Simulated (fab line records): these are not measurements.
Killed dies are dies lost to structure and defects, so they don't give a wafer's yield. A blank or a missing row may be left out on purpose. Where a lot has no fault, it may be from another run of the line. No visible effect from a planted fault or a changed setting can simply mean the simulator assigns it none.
Problem report, 8D (eight disciplines) form, completed by code -- flow nandHarc -- the parts of the form that need people (team, actions taken, sign-off) are left out

## 1. THE PROBLEM
NHARC_END_SORT_01, killedAtPeriphery: mean 619.0 over 1 wafer from 1 lot; wafers with no fault: 3.5, standard deviation 2.3. That is +99 or more standard deviations from the usual mean.
Earliest sighting: wafer L808.5 on prober-01 at day 30 06:25. The record holds 39 wafers of 13 lots with a number at this step. The rule behind "out" and "out of limits": a value lying over 4 standard deviations away from the usual mean. The rest of the wafers with a number are treated as sound.

## 2. WHAT THIS IS AND IS NOT
question,is,is not
which readings at this step,"killedAtPeriphery, defectLimitedYield, killedDies","killedAtArray, killedAtOther, killedShort"
which lots,L808,"L797, L798, L799, L800, L801, L802, L803, L804, L805, L809, L817, L819"
which wafers of those lots,L808.5,"L808.1, L808.6"
read on which gauges,prober-01,prober-02
when,from day 30 06:25,"up to then (30 sound wafers); but 8 sound wafers of L808, L809, L817, L819 came after"

## 3. THE SUSPECTS, EACH WITH WHAT RULES IT OUT
Counting: if a tool at a process step up to the reading ran every lot that is out, it stays a suspect. Sound lots after the first of them don't rule it out here, since some wafers of a struck lot are sound.
- the gauge at NHARC_END_SORT_01: kept. All the wafers that are out were read on prober-01, and no step on other tools shows them out.
- pvdSputter-03 at NHARC_P_M1_PVD_21 (deposits Cu, target thk 30 nm, time 20.49 s): kept. It ran the lot that is out, L808 (day 11 17:26); its last sound lot up to then is L804 (day 9 12:10).
- pecvd-03 at NHARC_THIN_TSV_DEP_47 (deposits SiO2, target thk 200 nm): kept. It ran the lot that is out, L808 (day 29 13:01); its last sound lot up to then is L804 (day 28 04:15).
- pvdSputter-03 at NHARC_THIN_TSV_DEGAS_53 (time 60 s): kept. It ran the lot that is out, L808 (day 29 15:51); its last sound lot up to then is L805 (day 27 17:17).
Left after counting: pvdSputter-03 at NHARC_P_M1_PVD_21, pecvd-03 at NHARC_THIN_TSV_DEP_47, pvdSputter-03 at NHARC_THIN_TSV_DEGAS_53, prober-01 at NHARC_END_SORT_01.

## 4. THE CAUSE (what the simulator had put in)
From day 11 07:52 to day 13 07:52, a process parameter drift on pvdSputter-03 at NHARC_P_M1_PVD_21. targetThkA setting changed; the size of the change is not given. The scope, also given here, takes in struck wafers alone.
Counting left 4 suspects, and this tool is among them.

## 5. SEQUENCE OF EFFECTS, ordered by route
Each row: a reading where the mean over the struck wafers with a number is more than 3 standard deviations away from the usual. Only readings for which the record gives a usual standard deviation are gone through. hours: the time from each lot's start at the first step in this table that gives one to its start at this step, as a median over the lots. sigmas: the change in usual standard deviations.
hours,step,reading,usual,on struck wafers,change,sigmas
0,NHARC_END_SORT_01,defectLimitedYield,89.8 %,0.0,-89.8,-37
0,NHARC_END_SORT_01,killedAtPeriphery,3.5,619.0,+615.5,+99 or more
0,NHARC_END_SORT_01,killedDies,69,677,+608,+36

## 6. WHAT WOULD HAVE CAUGHT IT SOONER
In this record the first reading out of limits at a measuring or inspecting step was taken at day 30 06:25, 455 hours after the fault began at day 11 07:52.
Tool readings at NHARC_P_M1_PVD_21 with a usual standard deviation given in the record: none out on any struck wafer, hence no alarm at a limit of 4 standard deviations on them.
Each of the lots that are out, 1 in all, had begun NHARC_P_M1_PVD_21 on pvdSputter-03 no later than day 30 06:25. Holding the tool at that point would not have protected any of them.
